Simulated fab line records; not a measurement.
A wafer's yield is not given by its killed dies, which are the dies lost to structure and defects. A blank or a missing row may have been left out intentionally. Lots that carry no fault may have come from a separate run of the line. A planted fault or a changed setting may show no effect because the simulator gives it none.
Struck lot and sound lot, side by side ; flow n5Finfet ; 15 out of 1938 route steps
Sound: the wafers L208.1, L208.5, L208.6. Struck: wafer L218.5 (left out: L218.4, L218.6 of the same lot, which were not struck); the cause appears at the end.
For every step that has rows: the tool of each side, followed by ch and its chambers, followed by its first start. Under that, the readings that differ: sound wafers ; struck wafers ; difference of the means ; sigmas: that difference in standard deviations of wafers without a fault.
alike: words and numbers the same on both sides, and readings whose means are apart by under 2 such deviations; not compared: readings that were withheld, readings missing a value for some wafer, numbers with overlapping values and no deviation given by the record, and bounds like >300 which may hide the same value.
A row with sigmas, a row that says differs or no value, or rows on one side alone: a step with any of these is where the two part. Non-overlapping numbers with no deviation appear without sigmas and do not part them. Lack of a reading on every wafer of one side parts them only where that side has two or more wafers.

N5_MOL_CONTACT_COAG_INSPECT_97: inspects for defects (darkfield).
  sound: defectInspect-01 at day 6 02:31; struck: defectInspect-02 at day 8 21:28
  alike: rawDefectCount
N5_BEOL_M0_SAQP_PECVD_00: deposits SiCN from 3MS/NH3, target thk 8 nm, time 14 s.
  sound on pecvd-01 ch 1,2, day 6 02:51; struck on pecvd-01 ch 1, day 8 21:46
  alike: showerheadPlenumPTorr, throttleValvePct
N5_BEOL_M0_SAQP_ILD_DEP_01: deposits SiOC from DEMS/O2, target thk 45.419 nm, time 8.7 s.
  sound on pecvd-01 ch 1,2, day 6 02:52; struck on pecvd-01 ch 1, day 8 21:48
  alike: heaterPowerOuterW, heaterPowerW, showerheadPlenumPTorr, susceptorTempC, throttleValvePct
N5_BEOL_M0_SAQP_HM_DEP_02: deposits TiN, target thk 12 nm.
  sound: pvdSputter-03 at day 6 03:43; struck: pvdSputter-01 at day 9 00:17
reading;sound;struck;difference;sigmas
susceptorTempC (C);24.88 24.92 24.87;25.15;+0.26;+2
  alike: throttleValvePct
then, 1 step without rows for these wafers: N5_BEOL_M0_SAQP_PECVD_03 (deposits SiCN from 3MS/NH3, target thk 12 nm, time 21.1 s).
N5_BEOL_M0_SAQP_PECVD_96: deposits a-Si from SiH4/He, target thk 45 nm, time 45.2 s.
  sound on pecvd-02 ch 1,2, day 6 03:52; struck on pecvd-01 ch 1, day 9 00:28
  alike: heaterPowerOuterW, heaterPowerW, showerheadPlenumPTorr, susceptorTempC, throttleValvePct
then, 1 step without rows for these wafers: N5_BEOL_M0_SAQP_PECVD_97 (deposits SiNx from SiH4/NH3/N2, target thk 23 nm, time 19.9 s).
N5_BEOL_M0_SAQP_PECVD_04: deposits a-Si from SiH4/He, target thk 60 nm, time 60.2 s.
  sound on pecvd-02 ch 1,2, day 6 03:58; struck on pecvd-01 ch 1, day 9 00:33
  alike: heaterPowerOuterW, heaterPowerW, showerheadPlenumPTorr, susceptorTempC, throttleValvePct
N5_BEOL_M0_SAQP_THK_MEAS_05:
  sound: filmMetro-02 at day 6 04:03; struck: filmMetro-02 at day 9 00:37
  alike: thkNm
then, 2 steps without rows for these wafers: N5_BEOL_M0_SAQP_HM_DEP_111 (deposits SiO2 from SiH4/N2O, target thk 12 nm, time 7.2 s); N5_BEOL_M0_SAQP_COAT_81 (time 60 s, resist thk 100 nm).
N5_BEOL_M0_SAQP_COAT_82: time 60 s, resist thk 30 nm.
  sound on lithoTrack-02 ch 0, day 6 04:10; struck on lithoTrack-01 ch 0, day 9 00:44
reading;sound;struck;difference;sigmas
heaterPowerTotalW (W);428.9 430.8 430.4;496.1;+66.1;+30
runLengthS (s);66.16 66.36 66.11;53.23;-12.98;-68
then, 1 step without rows for these wafers: N5_BEOL_M0_SAQP_COAT_08 (resist thk 90 nm).
-- record jumps: 3 days separate the struck wafers' starts on either side; left off in module BEOL_M0_SAQP, taken up again in module BEOL_M4, whose first shown step is the route's number 1111 --
N5_BEOL_M4_RC_MEAS_101:
  sound on prober-02 ch 0, day 8 15:33; struck on prober-01 ch 0, day 11 21:01
reading;sound;struck;difference;sigmas
DIBL_N (mV/V);39.3 37.5 37.5;34.2;-3.9;-3
DIBL_P (mV/V);40.3 37.0 37.4;35.0;-3.2;-2
SS_P (mV/dec);74.4 74.5 74.0;72.9;-1.4;-2
  alike: IOFF_N, IOFF_P, ION_N, ION_P, SS_N, VT_N, VT_P
N5_PASSIVATION_PROBE_49:
  sound wafers here have rows in the record (prober-02, day 12 21:32); struck ones have none

WHERE THEY PART
Last at N5_PASSIVATION_PROBE_49 as far as this record goes, first at N5_BEOL_M0_SAQP_HM_DEP_02.

WHY: what the simulator had put in
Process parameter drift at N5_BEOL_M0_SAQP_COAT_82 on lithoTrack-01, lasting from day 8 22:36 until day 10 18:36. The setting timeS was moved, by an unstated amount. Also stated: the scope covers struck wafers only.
